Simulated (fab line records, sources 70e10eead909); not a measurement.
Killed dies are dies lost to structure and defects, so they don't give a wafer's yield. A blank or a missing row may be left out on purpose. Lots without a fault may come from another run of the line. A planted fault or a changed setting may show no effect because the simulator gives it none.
One fault seen from 2 desks | flow nand_harc | each desk has only its own numbers; what lay behind them comes last

THE TOOL OWNER'S DESK: rie_diel-06
The tool's own readings at NHARC_P_CONTACT_ETCH_31 (etches the open film in CH3F/O2, target depth 30 nm, time 85.7 s): means of the sampled wafers that have a number, for each lot that ran on this tool. A lot is out of limits, marked OUT, if its mean lies more than 4 standard deviations from the usual mean; the brackets give that distance.
Columns: A = drypump_motor_current_A at NHARC_P_CONTACT_ETCH_31, usual 5.6 A; B = oes_product_au at NHARC_P_CONTACT_ETCH_31, usual 0.982 a.u.; C = rf_vpp_V at NHARC_P_CONTACT_ETCH_31, usual 244.7 V; D = run_length_s at NHARC_P_CONTACT_ETCH_31, usual 107.0 s; E = showerhead_plenum_p_Torr at NHARC_P_CONTACT_ETCH_31, usual 2.48 Torr; F = throttle_valve_pct at NHARC_P_CONTACT_ETCH_31, usual 20.663 %
lot  | first seen here | A   | B     | C     | D              | E    | F
L238 | day 5 21:47     | 5.6 | 0.969 | 244.1 | 106.8          | 2.46 | 20.665
L249 | day 10 06:09    | 5.8 | 0.999 | 243.7 | 73.9 (-62) OUT | 2.46 | 20.659
L250 | day 10 21:38    | 6.2 | 0.970 | 244.7 | 89.8 (-32) OUT | 2.45 | 20.676
L252 | day 11 21:13    | 5.9 | 0.989 | 245.4 | 90.2 (-32) OUT | 2.46 | 20.655
L260 | day 15 02:41    | 5.8 | 0.994 | 244.1 | 106.3          | 2.42 | 20.664
L261 | day 15 09:33    | 5.9 | 0.952 | 243.1 | 106.7          | 2.45 | 20.665
This desk's finding: out of limits on L249, L250, L252; first on L249, day 10 06:09 (run_length_s at NHARC_P_CONTACT_ETCH_31). In limits: L238, L260, L261.

THE DEFECT DESK
What the inspections along the route counted, lot by lot: means of the sampled wafers that have a number. A lot is out of limits, marked OUT, if its mean lies more than 4 standard deviations from the usual mean; the brackets give that distance.
Columns: A = raw_defect_count at NHARC_P_CONTACT_INSPECT_14, usual 3.8; B = raw_defect_count at NHARC_P_CONTACT_INSPECT_27, usual 312
lot  | first seen here | A   | B
L238 | day 5 20:58     | 2.7 | 361
L239 | day 6 12:07     | 0.7 | 254
L241 | day 7 05:11     | 3.3 | 289
L243 | day 7 21:04     | 9.3 | 319
L244 | day 8 09:00     | 3.0 | 180
L249 | day 10 05:19    | 7.0 | 323
L250 | day 10 20:26    | 4.0 | 279
L252 | day 11 20:23    | 6.5 | 288
L257 | day 13 15:50    | 2.7 | 221
L258 | day 14 07:06    | 3.7 | 412
L259 | day 14 22:35    | 5.3 | 490
L260 | day 15 01:52    | 3.7 | 245
L261 | day 15 08:37    | 2.3 | 560
This desk's finding: nothing out of limits on any of the 13 lots.

PUT TOGETHER
The tool owner's desk could have raised an alarm at day 10 06:09, on L249, L250, L252.
The defect desk saw nothing out of limits.
The defect desk has L249, L250, L252 on record, within its limits.
Of the lots named, all ran NHARC_P_CONTACT_ETCH_31 on rie_diel-06.

WHAT THE SIMULATOR HAD PUT IN
Process parameter drift: rie_diel-06, from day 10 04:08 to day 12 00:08, at NHARC_P_CONTACT_ETCH_31. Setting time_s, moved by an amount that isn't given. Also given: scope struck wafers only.
Lots struck among those shown: L249, L250, L252.
Hours from the fault's start to each desk's first reading out of limits: the tool owner's desk, 2.
